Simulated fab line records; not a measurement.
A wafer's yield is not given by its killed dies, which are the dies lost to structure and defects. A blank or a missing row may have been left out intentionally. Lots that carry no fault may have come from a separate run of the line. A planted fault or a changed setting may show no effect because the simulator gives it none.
fab line records ; flow nand_harc
record lots=13; wafers=39; last_day=24
route steps=1159 shown P_ZERO_WELL@17 P_GATE@200 P_CONTACT@234 END@1159
lots that met no fault: from a run of the same line without faults
start_h: start of the lot's first displayed wafer, in hours after the record's first day ; wait_h: hours elapsed since this lot's preceding step ; " as in the row above ; L1.1+2: several wafers, shown together as one row ; - no value, or no start given ; * or withheld: withheld ; < > ~ a bound
route shown NAME@n: NAME is a module with steps in the file, n the number in the route of the first one ; usual: mean/standard deviation of fault-free wafers ; same: alike in all rows ; chamber/n: place in a boat ; sites: readings site by site ; _std_site: standard deviation across them ; _edge_site: the outer-site mean with the inner-site mean subtracted ; radius_mm: how far each site lies from the wafer's centre ; mask NAME#n: copy n ; behind: the tool/chamber that last shaped the wafer ; hold: reason for holding the lot/hours on hold/outcome of the hold ; device: the transistor (n, p or np) that didn't switch ; end of line: the route-end tests of the same wafers ; for a step that has no rows: nothing shown but its recipe ; killed: at the first sort, the dies lost to defects and structure; wafer yield is something else ; map: a wafer's dies, x killed, . not, _ none there
set.NAME: the setting the step ran with; set.NAME@STEP: the setting that earlier step ran with ; model.NAME: the simulator's own value behind a step, which no gauge read
steps of the route over a sample of lots; a table a step, a row a wafer
services: the hour from which a tool's chamber was out of use, counted from the record's first day as start_h (under 0 if before that day), plus the number of hours and why
## steps
# step NHARC_P_ZERO_WELL_ETCH_65
# recipe target_depth_a=800; overetch_a=240; time_s=87.88; ion_energy_ev=200; n2_flow_sccm=150; h2_flow_sccm=150; ar_flow_sccm=0; rf_w=400; bias_w=150; chemistry=N2/H2
# usual bias_w=150.0/0.44; chamber_pressure_mTorr=30.001/0.03; drypump_motor_current_A=5.9/0.4; oes_product_au=0.999/0.0075; rf_vpp_V=429.4/1.5; showerhead_plenum_p_Torr=2.00/0.045; throttle_valve_pct=14.172/0.0097
lot.wafer;tool;chamber;start_h;wait_h;bias_w;chamber_pressure_mTorr;drypump_motor_current_A;oes_product_au;rf_hours_counter_h;rf_vpp_V;showerhead_plenum_p_Torr;throttle_valve_pct
L255.3;rie_diel-10;1;31.52;0.1;150.6;29.956;5.5;1.004;1.1;429.1;2.00;14.163
L255.1;rie_diel-10;3;31.52;0.1;149.9;29.988;6.1;0.993;1.6;425.6;1.92;14.187
L255.5;rie_diel-10;0;31.52;0.1;150.2;29.970;5.4;0.993;-;429.8;1.97;14.165
L256.3;rie_diel-09;3;37.50;0.1;150.3;30.000;6.2;0.986;7.8;433.6;2.12;14.181
L256.5;rie_diel-09;2;37.50;0.1;149.3;29.970;6.2;0.999;-;431.4;2.02;14.174
L256.6;rie_diel-09;3;37.50;0.1;150.7;29.963;6.2;0.992;-;431.1;2.12;14.178
L258.1;rie_diel-10;3;49.71;0.1;-;-;-;-;-;-;-;-
L258.5;rie_diel-10;2;49.71;0.1;-;-;-;-;-;-;-;-
L258.6;rie_diel-10;3;49.71;0.1;-;-;-;-;-;-;-;-
L259.5;rie_diel-09;3;55.53;0.1;-;-;-;-;-;-;-;-
L259.6;rie_diel-09;0;55.53;0.1;-;-;-;-;-;-;-;-
L259.4;rie_diel-09;2;55.53;0.1;-;-;-;-;-;-;-;-
L260.3;rie_diel-10;2;61.50;0.1;-;-;-;-;-;-;-;-
L260.4;rie_diel-10;3;61.50;0.1;-;-;-;-;-;-;-;-
L260.6;rie_diel-10;2;61.50;0.1;-;-;-;-;-;-;-;-
L268.1;rie_diel-07;2;109.38;0.1;150.1;30.004;5.2;1.006;4.5;431.7;2.04;14.156
L268.2;rie_diel-07;3;109.38;0.1;149.4;29.942;6.7;1.002;4.5;429.7;1.97;14.164
L268.3;rie_diel-07;1;109.38;0.1;150.6;30.026;5.7;1.005;4.8;428.9;2.03;14.172
L269.4;rie_diel-10;2;115.37;0.1;150.1;29.974;6.0;1.013;5.2;428.5;2.01;14.155
L269.5;rie_diel-10;2;115.37;0.1;149.9;29.985;6.0;1.005;-;430.3;2.01;14.171
L269.6;rie_diel-10;3;115.37;0.1;149.7;30.035;6.1;1.004;-;428.3;1.91;14.175
L270.2;rie_diel-07;2;121.50;0.1;149.8;29.967;5.2;0.999;5.3;431.3;2.04;14.166
L270.1;rie_diel-07;3;121.50;0.1;150.1;29.967;6.7;0.996;5.4;427.8;1.97;14.184
L270.6;rie_diel-07;3;121.50;0.1;150.6;29.960;6.7;0.996;-;427.4;1.97;14.164
L271.3;rie_diel-07;2;127.49;0.1;150.2;29.929;5.2;1.013;5.5;431.5;2.04;14.176
L271.2;rie_diel-07;1;127.49;0.1;149.8;29.991;5.6;1.000;5.6;430.9;2.03;14.165
L271.6;rie_diel-07;3;127.49;0.1;149.4;29.948;6.7;1.002;-;427.7;1.97;14.185
L272.1;rie_diel-09;2;133.68;0.1;150.3;30.013;6.2;1.015;3.2;430.3;2.02;14.169
L272.3;rie_diel-09;1;133.68;0.1;150.8;30.012;6.1;1.002;2.9;429.4;1.98;14.166
L272.5;rie_diel-09;0;133.68;0.1;149.2;30.017;6.0;1.003;-;428.2;1.97;14.154
L273.3;rie_diel-09;2;139.40;0.1;149.7;30.028;6.3;1.003;4.5;430.2;2.02;14.164
L273.2;rie_diel-09;1;139.40;0.1;149.9;30.016;6.0;0.984;2.9;428.0;1.98;14.171
L273.4;rie_diel-09;1;139.40;0.1;150.1;30.051;6.1;0.992;-;428.7;1.98;14.164
L274.1;rie_diel-09;1;145.48;0.1;149.8;30.008;6.1;0.998;3.4;429.6;1.98;14.174
L274.3;rie_diel-09;2;145.48;0.1;150.1;30.057;6.2;1.011;4.9;430.5;2.02;14.183
L274.4;rie_diel-09;0;145.48;0.1;150.4;29.954;6.1;0.997;-;428.3;1.97;14.183
L275.3;rie_diel-07;2;151.53;0.1;150.2;29.988;5.2;1.008;7.3;431.1;2.04;14.164
L275.2;rie_diel-07;0;151.53;0.1;149.9;29.965;5.9;1.011;7.1;428.8;1.98;14.189
L275.6;rie_diel-07;1;151.53;0.1;149.0;29.971;5.7;0.994;-;430.4;2.03;14.187
# step NHARC_P_ZERO_WELL_CD_MEAS_24
# recipe target_cd_nm=720; landing_energy_ev=500
# usual cd_nm=719.9/1.7
lot.wafer;tool;chamber;start_h;wait_h;cd_nm
L255.1;cd_sem-03;0;32.63;-;718.8
L255.3;cd_sem-03;0;32.63;-;718.8
L255.5;cd_sem-03;0;32.63;-;720.0
L256.3;cd_sem-01;0;38.63;-;721.1
L256.5;cd_sem-01;0;38.63;-;719.2
L256.6;cd_sem-01;0;38.63;-;720.8
L258.1;cd_sem-03;0;50.80;-;722.8
L258.5;cd_sem-03;0;50.80;-;723.7
L258.6;cd_sem-03;0;50.80;-;722.0
L259.4;cd_sem-01;0;57.12;-;718.2
L259.5;cd_sem-01;0;57.12;-;718.7
L259.6;cd_sem-01;0;57.12;-;718.7
L260.3;cd_sem-02;0;62.60;-;719.8
L260.4;cd_sem-02;0;62.60;-;721.2
L260.6;cd_sem-02;0;62.60;-;721.7
L268.1;cd_sem-02;0;110.51;-;720.2
L268.2;cd_sem-02;0;110.51;-;720.4
L268.3;cd_sem-02;0;110.51;-;720.8
L269.4;cd_sem-03;0;116.51;-;720.8
L269.5;cd_sem-03;0;116.51;-;719.3
L269.6;cd_sem-03;0;116.51;-;720.2
L270.1;cd_sem-03;0;122.50;-;718.8
L270.2;cd_sem-03;0;122.50;-;720.2
L270.6;cd_sem-03;0;122.50;-;719.7
L271.2;cd_sem-02;0;128.62;-;720.2
L271.3;cd_sem-02;0;128.62;-;719.4
L271.6;cd_sem-02;0;128.62;-;718.7
L272.1;cd_sem-02;0;134.84;-;722.1
L272.3;cd_sem-02;0;134.84;-;721.6
L272.5;cd_sem-02;0;134.84;-;722.7
L273.2;cd_sem-02;0;140.40;-;719.6
L273.3;cd_sem-02;0;140.40;-;720.3
L273.4;cd_sem-02;0;140.40;-;721.8
L274.1;cd_sem-02;0;147.01;-;723.1
L274.3;cd_sem-02;0;147.01;-;721.2
L274.4;cd_sem-02;0;147.01;-;720.1
L275.2;cd_sem-01;0;152.65;-;718.9
L275.3;cd_sem-01;0;152.65;-;718.4
L275.6;cd_sem-01;0;152.65;-;717.8
# step NHARC_P_GATE_CD_MEAS_91
# recipe target_cd_nm=2000; landing_energy_ev=500
# usual cd_nm=2000.0/1.2
lot.wafer;tool;chamber;start_h;wait_h;cd_nm
L256.3;cd_sem-02;0;127.76;-;2000.7
L256.5;cd_sem-02;0;127.76;-;2000.4
L256.6;cd_sem-02;0;127.76;-;2003.0
L255.1;cd_sem-03;0;127.96;-;1998.9
L255.3;cd_sem-03;0;127.96;-;1999.4
L255.5;cd_sem-03;0;127.96;-;2001.0
L268.1;cd_sem-02;0;209.41;-;1998.4
L268.2;cd_sem-02;0;209.41;-;1999.1
L268.3;cd_sem-02;0;209.41;-;1999.1
L271.2;cd_sem-01;0;216.83;-;1999.0
L271.3;cd_sem-01;0;216.83;-;2001.3
L271.6;cd_sem-01;0;216.83;-;2000.6
L269.4;cd_sem-03;0;217.06;-;1998.6
L269.5;cd_sem-03;0;217.06;-;2000.4
L269.6;cd_sem-03;0;217.06;-;2001.0
L272.1;cd_sem-03;0;217.52;-;1999.5
L272.3;cd_sem-03;0;217.52;-;2000.8
L272.5;cd_sem-03;0;217.52;-;2001.3
L270.1;cd_sem-03;0;222.91;-;1999.9
L270.2;cd_sem-03;0;222.91;-;2000.7
L270.6;cd_sem-03;0;222.91;-;1998.5
L274.1;cd_sem-03;0;233.49;-;2000.0
L274.3;cd_sem-03;0;233.49;-;2002.1
L274.4;cd_sem-03;0;233.49;-;2000.0
L273.2;cd_sem-03;0;234.06;-;2000.4
L273.3;cd_sem-03;0;234.06;-;2002.7
L273.4;cd_sem-03;0;234.06;-;2001.2
L275.2;cd_sem-02;0;240.87;-;2000.6
L275.3;cd_sem-02;0;240.87;-;2000.6
L275.6;cd_sem-02;0;240.87;-;1999.8
# step NHARC_P_CONTACT_INSPECT_14
# usual raw_defect_count=3.7/2
lot.wafer;tool;chamber;start_h;wait_h;raw_defect_count
L256.3;defect_inspect-02;-;132.62;0.0;1
L256.5;defect_inspect-02;-;132.62;0.0;6
L256.6;defect_inspect-02;-;132.62;0.0;0
L255.1;defect_inspect-02;-;132.80;0.0;2
L255.3;defect_inspect-02;-;132.80;0.0;1
L255.5;defect_inspect-02;-;132.80;0.0;2
L268.1;defect_inspect-01;-;214.33;0.0;3
L268.2;defect_inspect-01;-;214.33;0.0;1
L268.3;defect_inspect-01;-;214.33;0.0;2
L271.2;defect_inspect-02;-;221.80;0.0;2
L271.3;defect_inspect-02;-;221.80;0.0;2
L271.6;defect_inspect-02;-;221.80;0.0;3
L272.1;defect_inspect-01;-;222.61;0.0;3
L272.3;defect_inspect-01;-;222.61;0.0;1
L272.5;defect_inspect-01;-;222.61;0.0;3
L269.4;defect_inspect-01;-;222.93;0.0;2
L269.5;defect_inspect-01;-;222.93;0.0;3
L269.6;defect_inspect-01;-;222.93;0.0;3
L270.1;defect_inspect-01;-;227.90;0.0;4
L270.2;defect_inspect-01;-;227.90;0.0;1
L270.6;defect_inspect-01;-;227.90;0.0;3
L274.1;defect_inspect-02;-;238.88;0.0;4
L274.3;defect_inspect-02;-;238.88;0.0;8
L274.4;defect_inspect-02;-;238.88;0.0;0
L273.2;defect_inspect-01;-;239.37;0.0;4
L273.3;defect_inspect-01;-;239.37;0.0;5
L273.4;defect_inspect-01;-;239.37;0.0;3
L275.2;defect_inspect-01;-;245.58;0.1;4
L275.3;defect_inspect-01;-;245.58;0.1;4
L275.6;defect_inspect-01;-;245.58;0.1;2
# step NHARC_END_SORT_01
# recipe temp_c=25
# usual killed_at_array=29/11; killed_at_other=0.6/0.92; killed_at_periphery=3.2/2; killed_dies=33/11; killed_open=3.2/2; killed_short=1.9/1.5
# same gross_dies=677
lot.wafer;tool;chamber;start_h;wait_h;killed_at_array;killed_at_other;killed_at_periphery;killed_dies;killed_open;killed_short
L258.1;prober-01;0;484.80;2.5;31;1;645;677;1;2
L258.5;prober-01;0;488.00;3.7;38;1;638;677;0;1
L258.6;prober-01;0;488.79;4.0;30;3;644;677;3;4
L259.4;prober-02;0;487.30;3.5;12;2;663;677;0;3
L259.5;prober-02;0;488.11;3.8;12;6;659;677;4;2
L259.6;prober-02;0;488.92;4.1;17;0;660;677;8;3
L260.3;prober-01;0;494.48;3.1;46;1;630;677;4;4
L260.4;prober-01;0;495.29;3.4;58;2;617;677;10;3
L260.6;prober-01;0;496.91;4.1;43;0;634;677;5;1
# killed by level:class
L258.1 P_ZERO_WELL:area_etch=640 A_CHANNEL_HOLE_D1:chamber_film_flake=18 A_SLIT:chamber_film_flake=7 P_STI:chamber_film_flake=3 A_SGD_CUT:chamber_film_flake=2 A_CONTACT:chamber_film_flake=2 P_ZERO_WELL:geometric_particle:open=1 P_CONTACT:geometric_particle:short=1
L259.4 P_ZERO_WELL:area_etch=662 A_STAIRCASE:chamber_film_flake=4 A_ZERO_WELL:chamber_film_flake=2 A_CHANNEL_HOLE_D1:chamber_film_flake=2 THIN_TSV:chamber_film_flake=2 A_SOURCE_PLATE:geometric_particle:short=1 A_CHANNEL_FILL_D1:geometric_particle:short=1 A_WL_FILL:geometric_particle:short=1
L258.5 P_ZERO_WELL:area_etch=633 A_CHANNEL_HOLE_D1:chamber_film_flake=18 A_SLIT:chamber_film_flake=10 P_STI:chamber_film_flake=4 A_STAIRCASE:chamber_film_flake=4 A_CHANNEL_FILL_D1:chamber_film_flake=3 A_SGD_CUT:chamber_film_flake=2 P_GATE:geometric_particle:short=1
L259.5 P_ZERO_WELL:area_etch=655 THIN_TSV:chamber_film_flake=5 A_STAIRCASE:chamber_film_flake=4 A_WL_FILL:chamber_film_flake=2 P_M1:geometric_particle:open=1 A_CHANNEL_FILL_D1:geometric_particle:open=1 A_WL_FILL:geometric_particle:open=1 A_CONTACT:geometric_particle:open=1
L258.6 P_ZERO_WELL:area_etch=640 A_SLIT:chamber_film_flake=12 A_CHANNEL_HOLE_D1:chamber_film_flake=10 A_CONTACT:chamber_film_flake=3 THIN_TSV:chamber_film_flake=3 A_CONTACT:geometric_particle:open=2 P_STI:chamber_film_flake=2 P_CONTACT:geometric_particle:short=1
L259.6 P_ZERO_WELL:area_etch=657 A_M0:geometric_particle:open=3 A_ONON_D1:geometric_particle:open=2 A_CHANNEL_HOLE_D1:chamber_film_flake=2 A_WL_FILL:chamber_film_flake=2 A_CONTACT:chamber_film_flake=2 P_GATE:geometric_particle:short=1 P_M0:geometric_particle:open=1
L260.3 P_ZERO_WELL:area_etch=625 A_CHANNEL_HOLE_D1:chamber_film_flake=23 A_SLIT:chamber_film_flake=11 A_CONTACT:chamber_film_flake=3 A_CONTACT:geometric_particle:open=2 P_STI:chamber_film_flake=2 A_ZERO_WELL:chamber_film_flake=2 P_CONTACT:geometric_particle:short=1
L260.4 P_ZERO_WELL:area_etch=613 A_CHANNEL_HOLE_D1:chamber_film_flake=25 A_SLIT:chamber_film_flake=15 A_CHANNEL_FILL_D1:chamber_film_flake=4 A_CONTACT:geometric_particle:open=3 A_BLC:geometric_particle:open=2 A_STAIRCASE:chamber_film_flake=2 A_CONTACT:chamber_film_flake=2
L260.6 P_ZERO_WELL:area_etch=631 A_CHANNEL_HOLE_D1:chamber_film_flake=20 A_SLIT:chamber_film_flake=13 A_CONTACT:chamber_film_flake=3 P_CONTACT:geometric_particle:open=1 A_ONON_D1:geometric_particle:open=1 A_SGD_CUT:geometric_particle:open=1 A_WL_FILL:geometric_particle:short=1
## services
tool;chamber;start_h;hours;kind
rie_diel-10;2;30.06;2.9;repair
rie_diel-09;0;31.60;-;clean
rie_diel-09;1;31.60;-;clean
rie_diel-09;2;31.60;-;clean
rie_diel-09;3;31.60;-;clean
rie_diel-09;1;44.83;23.5;repair
rie_diel-07;-;51.20;9.0;pm
rie_diel-09;0;56.10;-;clean
rie_diel-09;2;56.10;-;clean
rie_diel-09;3;56.10;-;clean
rie_diel-07;2;61.90;10.6;repair
rie_diel-09;-;77.10;9.0;pm
rie_diel-09;0;77.10;9.0;vent_cycle
rie_diel-09;1;77.10;9.0;vent_cycle
rie_diel-09;2;77.10;9.0;vent_cycle
rie_diel-09;3;77.10;9.0;vent_cycle
rie_diel-09;0;86.10;-;clean
rie_diel-09;1;86.10;-;clean
rie_diel-10;1;104.25;3.8;repair
rie_diel-07;0;105.43;8.5;repair
rie_diel-09;3;126.59;25.4;repair
rie_diel-09;1;134.57;4.0;repair
rie_diel-10;-;148.39;0.6;repair
rie_diel-07;3;149.70;3.9;repair
## key
first_sign step=NHARC_P_ZERO_WELL_ETCH_65; reading=tool_record; direction=missing
effect step=NHARC_END_SORT_01; reading=killed_at_periphery; direction=up; sigmas=99+; usual=3.2; struck=643.3
more_kills_born_at NHARC_P_ZERO_WELL_ETCH_65@rie_diel-10=3782; NHARC_P_ZERO_WELL_ETCH_65@rie_diel-09=1974
met_at NHARC_P_ZERO_WELL_ETCH_65
struck_lots L258,L259,L260
later_rows_left_out L258.1,L258.5,L258.6,L259.4,L259.5,L259.6,L260.3,L260.4,L260.6
tester_left_out L258,L259,L260
not_acting_at NHARC_P_ZERO_WELL_CD_MEAS_24,NHARC_P_GATE_CD_MEAS_91,NHARC_P_CONTACT_INSPECT_14
onset_between 37.50 49.71
fault kind=skipped_step_whole; tool=rie_diel-09,rie_diel-10; chamber=-; onset_h=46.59; steps=NHARC_P_ZERO_WELL_ETCH_65; scope=struck_lots_only
# tester_left_out: of these lots the tester's yield and bins aren't shown, on N5 and GAA mostly nor the transistor test; their killed dies are dies lost to structure and defects alone, not to doping, threshold or leakage, so they don't give the yield
# later_rows_left_out: the simulator's readings of these wafers behind a module that went badly wrong aren't trusted and aren't shown, but for the sort
